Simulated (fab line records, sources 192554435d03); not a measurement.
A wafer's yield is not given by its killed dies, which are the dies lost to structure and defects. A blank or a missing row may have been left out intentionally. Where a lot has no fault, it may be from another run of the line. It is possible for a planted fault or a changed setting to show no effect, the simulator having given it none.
Chamber matching || flow n5 finfet || rie diel-01 running N5_BEOL_M3_ETCH_74: 3 sister chambers
The step etches underlayer in N2/H2, target depth 6.5 nm, time 5.2 s. 14 wafers are shown with their chamber, then 7 later ones without.

== WAFERS PAIRED WITH THEIR CHAMBERS ==
{"wafer": "L076.1", "chamber": 0, "drypump motor current A (A)": 5.3, "showerhead plenum p Torr (Torr)": 2.69, "throttle valve pct (%)": 17.79}
{"wafer": "L076.4", "chamber": 3, "drypump motor current A (A)": 5.7, "showerhead plenum p Torr (Torr)": 2.62, "throttle valve pct (%)": 17.68}
{"wafer": "L076.6", "chamber": 0, "drypump motor current A (A)": 5.3, "showerhead plenum p Torr (Torr)": 2.69, "throttle valve pct (%)": 17.78}
{"wafer": "L075.1", "chamber": 2, "drypump motor current A (A)": 5.4, "showerhead plenum p Torr (Torr)": 2.56, "throttle valve pct (%)": 18.12}
{"wafer": "L075.2", "chamber": 0, "drypump motor current A (A)": 5.3, "showerhead plenum p Torr (Torr)": 2.69, "throttle valve pct (%)": 17.81}
{"wafer": "L075.3", "chamber": 3, "drypump motor current A (A)": 5.7, "showerhead plenum p Torr (Torr)": 2.62, "throttle valve pct (%)": 17.70}
{"wafer": "L075.4", "chamber": 3, "drypump motor current A (A)": 5.7, "showerhead plenum p Torr (Torr)": 2.62, "throttle valve pct (%)": 17.69}
{"wafer": "L075.5", "chamber": 0, "drypump motor current A (A)": 5.3, "showerhead plenum p Torr (Torr)": 2.69, "throttle valve pct (%)": 17.80}
{"wafer": "L075.6", "chamber": 2, "drypump motor current A (A)": 5.4, "showerhead plenum p Torr (Torr)": 2.55, "throttle valve pct (%)": 18.14}
{"wafer": "L078.1", "chamber": 3, "drypump motor current A (A)": 5.7, "showerhead plenum p Torr (Torr)": 2.62, "throttle valve pct (%)": 17.70}
{"wafer": "L078.2", "chamber": 2, "drypump motor current A (A)": 5.4, "showerhead plenum p Torr (Torr)": 2.55, "throttle valve pct (%)": 18.15}
{"wafer": "L078.5", "chamber": 0, "drypump motor current A (A)": 5.4, "showerhead plenum p Torr (Torr)": 2.68, "throttle valve pct (%)": 17.83}
{"wafer": "L088.2", "chamber": 0, "drypump motor current A (A)": 5.3, "showerhead plenum p Torr (Torr)": 2.68, "throttle valve pct (%)": 17.84}
{"wafer": "L088.3", "chamber": 3, "drypump motor current A (A)": 5.7, "showerhead plenum p Torr (Torr)": 2.61, "throttle valve pct (%)": 17.73}

SIGNATURES (averages over the wafers above)
{"reading": "drypump motor current A", "chamber 0": 5.317, "chamber 2": 5.400, "chamber 3": 5.700, "scatter within a chamber": 0.0275}
{"reading": "showerhead plenum p Torr", "chamber 0": 2.6867, "chamber 2": 2.5533, "chamber 3": 2.6180, "scatter within a chamber": 0.00505}
{"reading": "throttle valve pct", "chamber 0": 17.8083, "chamber 2": 18.1367, "chamber 3": 17.7000, "scatter within a chamber": 0.0203}
Rule: for each reading, subtract the chamber's mean from the wafer's reading, divide by that reading's scatter and square the result; add these up over the readings and take the root, which gives the wafer's distance from the chamber. The wafer belongs to the nearest chamber; if the next one is less than 2 further off, it can't be placed. How the scatter is found: for the shown wafers, subtract from each reading the mean of its chamber, square and add these, divide the total by (wafers less chambers), then take the root.

== WAFERS MISSING THEIR CHAMBER ==
{"wafer": "L088.5", "drypump motor current A (A)": 5.7, "showerhead plenum p Torr (Torr)": 2.61, "throttle valve pct (%)": 17.73}
{"wafer": "L092.1", "drypump motor current A (A)": 5.3, "showerhead plenum p Torr (Torr)": 2.67, "throttle valve pct (%)": 17.87}
{"wafer": "L092.2", "drypump motor current A (A)": 5.7, "showerhead plenum p Torr (Torr)": 2.61, "throttle valve pct (%)": 17.76}
{"wafer": "L092.4", "drypump motor current A (A)": 5.4, "showerhead plenum p Torr (Torr)": 2.54, "throttle valve pct (%)": 18.18}
{"wafer": "L094.3", "drypump motor current A (A)": 5.7, "showerhead plenum p Torr (Torr)": 2.61, "throttle valve pct (%)": 17.75}
{"wafer": "L094.4", "drypump motor current A (A)": 5.5, "showerhead plenum p Torr (Torr)": 2.54, "throttle valve pct (%)": 18.19}
{"wafer": "L094.5", "drypump motor current A (A)": 5.7, "showerhead plenum p Torr (Torr)": 2.61, "throttle valve pct (%)": 17.74}

== CHAMBER TAKEN BY EACH ==
{"wafer": "L088.5", "from the rows above": 3, "in truth": 3}
{"wafer": "L092.1", "from the rows above": 0, "in truth": 0}
{"wafer": "L092.2", "from the rows above": 3, "in truth": 3}
{"wafer": "L092.4", "from the rows above": 2, "in truth": 2}
{"wafer": "L094.3", "from the rows above": 3, "in truth": 3}
{"wafer": "L094.4", "from the rows above": 2, "in truth": 2}
{"wafer": "L094.5", "from the rows above": 3, "in truth": 3}
7 of 7 placed correctly. Left unplaced by these rows: 0. Placed wrongly: 0.
